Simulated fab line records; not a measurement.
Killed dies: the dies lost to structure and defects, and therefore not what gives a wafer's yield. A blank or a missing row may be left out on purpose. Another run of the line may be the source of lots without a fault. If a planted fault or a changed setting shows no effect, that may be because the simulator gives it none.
Struck lot and sound lot, side by side	flow nand_harc	24 out of 1159 route steps
Sound: the wafers L138.1, L138.3, L138.5. The struck wafers were L149.1, L149.4, L149.6. The cause comes at the end.
For every step that has rows: the tool of each side, followed by ch and its chambers, followed by its first start. Under that, the readings that differ: sound wafers	struck wafers	difference of the means	sigmas: that difference in standard deviations of wafers without a fault.
alike: readings with means less than 2 such deviations apart, plus words and numbers identical on both sides. not compared: withheld readings, readings lacking a value on some wafer, bounds such as >300 that could conceal the same value, and numbers that have no deviation in the record and whose values overlap.
Wherever a step has rows on one side only, a row that says differs or no value, or a row with sigmas, the two part there. Numbers that have no deviation but don't overlap get no sigmas and don't part them. A reading missing from all wafers of one side parts the sides only when that side holds two or more wafers.

first, 9 steps without rows for these wafers: NHARC_A_CHANNEL_HOLE_D1_DESCUM_15 (chemistry O2, time 3 s); NHARC_A_CHANNEL_HOLE_D1_ETCH_38 (etches the open film in CF4, target depth 39 nm, time 65 s); NHARC_A_CHANNEL_HOLE_D1_ETCH_39 (etches the open film in N2/H2, target depth 260 nm, time 325 s); NHARC_A_CHANNEL_HOLE_D1_ETCH_34 (etches the open film in CF4/CHF3, target depth 154 nm, time 77 s); NHARC_A_CHANNEL_HOLE_D1_ETCH_16 (etches the open film in O2/COS, target depth 3100 nm, time 806 s); NHARC_A_CHANNEL_HOLE_D1_ETCH_19 (etches the open film in C4F8/O2/Ar, time 34.5 s); NHARC_A_CHANNEL_HOLE_D1_ETCH_20 (etches the open film in C4F8/O2/Ar, time 361.9 s, target depth 1600 nm); NHARC_A_CHANNEL_HOLE_D1_ETCH_21 (etches the open film in C4F8/O2/Ar, time 514.3 s, target depth 1600 nm); NHARC_A_CHANNEL_HOLE_D1_ETCH_22 (etches the open film in C4F8/O2/Ar, time 666.7 s, target depth 1600 nm).
NHARC_A_CHANNEL_HOLE_D1_ETCH_23: etches the open film in C4F8/O2/Ar, time 819 s, target depth 1600 nm.
  sound on har_etch-02 ch 0,1, day 9 01:11; struck on har_etch-01 ch 0,1, day 11 23:02
  no value came back on the struck wafers for any of 5 readings (c4f8_flow_sccm (sccm), chamber_pressure_mTorr (mTorr) and others); on the sound wafers c4f8_flow_sccm (sccm) reads 89.64 89.85 89.41
  not compared: rf_hours_counter_h
then, 7 steps without rows for these wafers: NHARC_A_CHANNEL_HOLE_D1_ETCH_24 (etches the open film in C4F8/O2/Ar, time 906.2 s, target depth 1500 nm); NHARC_A_CHANNEL_HOLE_D1_ETCH_25 (etches the open film in C4F8/O2/Ar, time 1040.2 s, target depth 1500 nm); NHARC_A_CHANNEL_HOLE_D1_ETCH_26 (etches the open film in C4F8/O2/Ar, time 224.1 s, target depth 300 nm); NHARC_A_CHANNEL_HOLE_D1_ETCH_33 (etches the open film in C4F8/O2/Ar, time 90 s, target depth 400 nm); NHARC_A_CHANNEL_HOLE_D1_STRIP_41 (strips in N2/H2); NHARC_A_CHANNEL_HOLE_D1_STRIP_42 (strips in CF4/CHF3); NHARC_A_CHANNEL_HOLE_D1_STRIP_43 (strips in O2/COS).
NHARC_A_CHANNEL_HOLE_D1_ETCH_44: etches the open film in CF4/O2, target depth 140 nm, overetch 14 nm, time 77 s.
  sound on rie_diel-05 ch 2,3, day 9 04:29; struck on rie_diel-04 ch 0,1,3, day 12 02:12
reading	sound	struck	difference	sigmas
showerhead_plenum_p_Torr (Torr)	1.33 1.26 1.26	1.38 1.43 1.41	+0.12	+2
model.A_CHANNEL_HOLE_D1.cd_nm (nm)	89.72 91 91.77	101.5 105.2 102.7	+12.3	
  alike: bias_w, cf4_flow_sccm, drypump_motor_current_A, oes_product_au, rf_vpp_V, throttle_valve_pct
  not compared: rf_hours_counter_h
then, 3 steps without rows for these wafers: NHARC_A_CHANNEL_HOLE_D1_STRIP_27 (strips in O2); NHARC_A_CHANNEL_HOLE_D1_PRECLEAN_28 (cleans in SC1); NHARC_A_CHANNEL_HOLE_D1_SRD_29.
NHARC_A_CHANNEL_HOLE_D1_CD_MEAS_30:
  sound on cd_sem-02, day 9 05:16; struck on cd_sem-03, day 12 02:59
reading	sound	struck	difference	sigmas
cd_nm (nm)	89.7 90.9 93.1	0.7 -0.1 1.6	-90.5	-60
NHARC_A_CHANNEL_HOLE_D1_XSEM_31:
  sound on xsem-01 ch 0, day 9 05:22; struck on xsem-01 ch 0, day 12 03:04
reading	sound	struck	difference	sigmas
bot_cd_nm (nm)	75.0 75.9 77.8	0.4 0.0 0.9	-75.8	-54
bow_nm (nm)	8.6 8.5 8.5	0.6 0.6 0.6	-7.9	-26
  alike: tilt_deg
-- jump in the record: it breaks off in module A_CHANNEL_HOLE_D1 and resumes in module END (first step shown: number 1159 of the route), and 12 days separate the struck wafers' starts before and after --
NHARC_END_SORT_01:
  only the struck wafers appear in the record here, on prober-02 ch 0 at day 23 16:01; the sound ones have no rows

== WHERE THEY PART ==
Last at NHARC_END_SORT_01 as far as this record goes, first at NHARC_A_CHANNEL_HOLE_D1_ETCH_23.

WHY: what the simulator had put in
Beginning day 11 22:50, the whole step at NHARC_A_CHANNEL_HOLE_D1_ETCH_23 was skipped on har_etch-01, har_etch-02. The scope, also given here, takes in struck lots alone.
